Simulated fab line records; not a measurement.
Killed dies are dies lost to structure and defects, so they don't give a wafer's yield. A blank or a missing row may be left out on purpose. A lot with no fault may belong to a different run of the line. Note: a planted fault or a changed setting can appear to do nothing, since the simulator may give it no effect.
The same fault as seen by 2 desks	flow n5_finfet	every desk sees just its own numbers, and what lay behind them comes last

FOR THE TOOL OWNER'S DESK: cmp-03
The tool's own readings at N5_MOL_CONTACT_COAG_CMP_23 (polishes, stops on SiO2, t overpolish 1.5 s, target thk 0 nm): means of the sampled wafers that have a number, for each lot that ran on this tool. Marked OUT: a lot whose mean sits more than 4 standard deviations from the usual mean, which makes it out of limits; the brackets give that distance.
Columns: A = head_pressure_psi at N5_MOL_CONTACT_COAG_CMP_23, usual 1.999 psi; B = motor_current_A at N5_MOL_CONTACT_COAG_CMP_23, usual 8.2 A; C = overpolish_run_s at N5_MOL_CONTACT_COAG_CMP_23, usual 1.499 s; D = time_to_endpoint_s at N5_MOL_CONTACT_COAG_CMP_23, usual 8.1 s
lot	first seen here	A	B	C	D
L942	day 5 22:26	1.995	7.7	1.509	10.3
L943	day 6 02:51	2.000	7.7	1.490	5.0
L946	day 6 09:16	1.998	7.5	1.502	9.0
L948	day 6 21:35	1.995	8.3	1.508	6.1
L956	day 8 20:16	1.500 (-99 or more) OUT	6.6	1.494	10.0
L957	day 9 01:20	1.505 (-99 or more) OUT	6.9	1.502	9.8
This desk's verdict: out of limits on L956, L957, starting with L956 at day 8 20:16 (head_pressure_psi at N5_MOL_CONTACT_COAG_CMP_23). L942, L943, L946, L948 stayed within limits.

FROM THE METROLOGY DESK
Lot by lot, what the gauges showed, no matter which tool ran the lot: averages of those sampled wafers that carry a number. Marked OUT: a lot whose mean sits more than 4 standard deviations from the usual mean, which makes it out of limits; the brackets give that distance. Only the readings that lie furthest out on some lot appear, 7 of the 11 it has.
Columns: A = MD_CAP_THK at N5_MOL_CONTACT_COAG_THK_MEAS_29, usual 17.98 nm; B = DIBL_N at N5_BEOL_M4_RC_MEAS_101, usual 36.5 mV/V; C = DIBL_P at N5_BEOL_M4_RC_MEAS_101, usual 36.9 mV/V; D = IOFF_N at N5_BEOL_M4_RC_MEAS_101, usual 0.17 nA/um; E = IOFF_P at N5_BEOL_M4_RC_MEAS_101, usual 0.22 nA/um; F = SS_N at N5_BEOL_M4_RC_MEAS_101, usual 71.6 mV/dec; G = SS_P at N5_BEOL_M4_RC_MEAS_101, usual 73.5 mV/dec
lot	first seen here	A	B	C	D	E	F	G
L940	day 5 06:58	18.06	33.9	33.9	0.11	0.15	70.8	72.0
L942	day 6 01:34	18.03	35.6	36.6	0.13	0.20	71.5	72.8
L943	day 6 05:38	17.68	36.3	35.8	0.15	0.21	71.6	72.9
L946	day 6 12:23	17.85	35.9	37.1	0.17	0.21	71.9	74.1
L948	day 7 00:12	18.06	35.9	35.3	0.14	0.19	72.3	73.3
L952	day 8 04:13	17.91	35.3	36.4	0.17	0.23	71.5	73.0
L956	day 8 22:58	18.50	37.9	37.8	0.21	0.25	72.0	73.8
L957	day 9 04:32	18.38	36.8	38.7	0.18	0.26	71.7	73.8
L963	day 10 20:44	17.82	41.2	43.5	0.26	0.31	72.8	74.8
This desk's finding: nothing out of limits on any of the 9 lots.

ALL TOGETHER
At day 8 20:16, on L956, L957, the tool owner's desk was in a position to raise an alarm.
At the metrology desk, nothing out of limits was observed.
The metrology desk has L956, L957 on record, within its limits.
All the named lots went through N5_MOL_CONTACT_COAG_CMP_23 on cmp-03.

WHAT THE SIMULATOR HAD INSERTED
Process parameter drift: cmp-03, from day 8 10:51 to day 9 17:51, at N5_MOL_CONTACT_COAG_CMP_23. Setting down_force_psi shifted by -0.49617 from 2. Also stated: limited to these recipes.
Struck lots among those shown: L956, L957.
Delay in hours, fault start to first out-of-limits reading, by desk: the tool owner's desk at 9.
